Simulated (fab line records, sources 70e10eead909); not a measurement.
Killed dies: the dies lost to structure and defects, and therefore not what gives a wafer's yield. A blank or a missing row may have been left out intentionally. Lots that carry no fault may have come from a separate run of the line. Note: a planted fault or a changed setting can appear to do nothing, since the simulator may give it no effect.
Code-filled problem report in 8D (eight disciplines) form :: flow nandHarc :: the parts of the form that need people (team, actions taken, sign-off) are left out

## 1. PROBLEM STATEMENT
Wafers without a fault read 287, standard deviation 85; rawDefectCount at NHARC_A_CHANNEL_HOLE_D2_INSPECT_40 reads a mean of 1326 on 3 wafers belonging to 2 lots. That is +12 standard deviations from the usual mean.
First seen on wafer L651.4, day 18 21:29, on defectInspect-02. At this step, 30 wafers from 10 lots have a number in the record. Rule for "out" (also "out of limits"): further than 4 standard deviations from the usual mean. All remaining wafers that have a number are taken as sound.

## 2. WHAT THIS IS AND IS NOT
question: which readings at this step
is: rawDefectCount
is not: -

question: which lots
is: L651, L652
is not: L639, L640, L641, L642, L654, L656, L658, L661

question: which wafers of those lots
is: L651.4, L652.2, L652.3
is not: L651.2, L651.6, L652.4

question: read on which gauges
is: defectInspect-02
is not: defectInspect-01

question: when
is: from day 18 21:29
is not: up to then (14 sound wafers); but 13 sound wafers of L652, L654, L656, L658, L661 came after

## 3. THE SUSPECTS, EACH WITH WHAT RULES IT OUT
Counting: any tool at a process step up to the reading remains a suspect provided it ran every lot that is out. Sound lots after the first of them don't rule it out here, since some wafers of a struck lot are sound.
- the gauge at NHARC_A_CHANNEL_HOLE_D2_INSPECT_40: kept. All the wafers that are out were read on defectInspect-02, and no step on other tools shows them out.
- harEtch-01 at NHARC_A_CHANNEL_HOLE_D2_ETCH_20 (etches the open film in C4F8/O2/Ar, time 361.9 s, target depth 1600 nm): kept. It processed each lot that is out (first: L651, day 18 15:59); up to then, its last sound lot is L640 (day 14 14:20).
- harEtch-01 at NHARC_A_CHANNEL_HOLE_D2_ETCH_24 (etches the open film in C4F8/O2/Ar, time 906.2 s, target depth 1500 nm): kept. It processed each lot that is out (first: L651, day 18 18:04); up to then, its last sound lot is L640 (day 14 16:20).
- harEtch-01 at NHARC_A_CHANNEL_HOLE_D2_ETCH_25 (etches the open film in C4F8/O2/Ar, time 1040.2 s, target depth 1500 nm): kept. It processed each lot that is out (first: L651, day 18 18:50); up to then, its last sound lot is L640 (day 14 17:07).
- The sound lot-mates ran in chamber 1 of harEtch-01 at NHARC_A_CHANNEL_HOLE_D2_ETCH_20, but the wafers that are out ran in chamber 0.
- The sound lot-mates ran in chamber 1 of harEtch-01 at NHARC_A_CHANNEL_HOLE_D2_ETCH_24, but the wafers that are out ran in chamber 0.
- The sound lot-mates ran in chamber 1 of harEtch-01 at NHARC_A_CHANNEL_HOLE_D2_ETCH_25, but the wafers that are out ran in chamber 0.
Left after counting: harEtch-01 at NHARC_A_CHANNEL_HOLE_D2_ETCH_20, harEtch-01 at NHARC_A_CHANNEL_HOLE_D2_ETCH_24, harEtch-01 at NHARC_A_CHANNEL_HOLE_D2_ETCH_25, defectInspect-02 at NHARC_A_CHANNEL_HOLE_D2_INSPECT_40.

## 4. THE CAUSE (what the simulator had put in)
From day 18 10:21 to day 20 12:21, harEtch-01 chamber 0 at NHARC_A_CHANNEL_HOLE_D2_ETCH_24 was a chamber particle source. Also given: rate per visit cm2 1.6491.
Counting left 4 suspects, and this tool is among them.

## 5. THE CHAIN OF EFFECTS, in route order
One row per reading whose mean, taken over the struck wafers that have a number, lies over 3 standard deviations from the usual. Scope: only readings with a usual standard deviation given in the record; hours: median across lots of the time from each lot's start at the first step in this table that gives one to its start at this step; sigmas: change in usual standard deviations.
hours: 0
step: NHARC_A_CHANNEL_HOLE_D2_INSPECT_40
reading: rawDefectCount
usual: 287
on struck wafers: 1326
change: +1039
sigmas: +12

hours: 273
step: NHARC_END_SORT_01
reading: killedAtArray
usual: 51
on struck wafers: 121
change: +70
sigmas: +4.1

hours: 273
step: NHARC_END_SORT_01
reading: killedDies
usual: 56
on struck wafers: 125
change: +69
sigmas: +4.1

## 6. HOW IT WOULD HAVE BEEN CAUGHT EARLIER
The first out-of-limits reading at a measuring or inspecting step in this record came at day 18 21:29, 11 hours after the fault's start at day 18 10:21.
Of the tool readings at NHARC_A_CHANNEL_HOLE_D2_ETCH_24 for which the record gives a usual standard deviation, none was out on any struck wafer, so an alarm limit of 4 standard deviations on them would not have fired.
L652, from the lots that are out (2), started NHARC_A_CHANNEL_HOLE_D2_ETCH_24 on harEtch-01 later than day 18 21:29. Holding the tool at that time would have saved it.
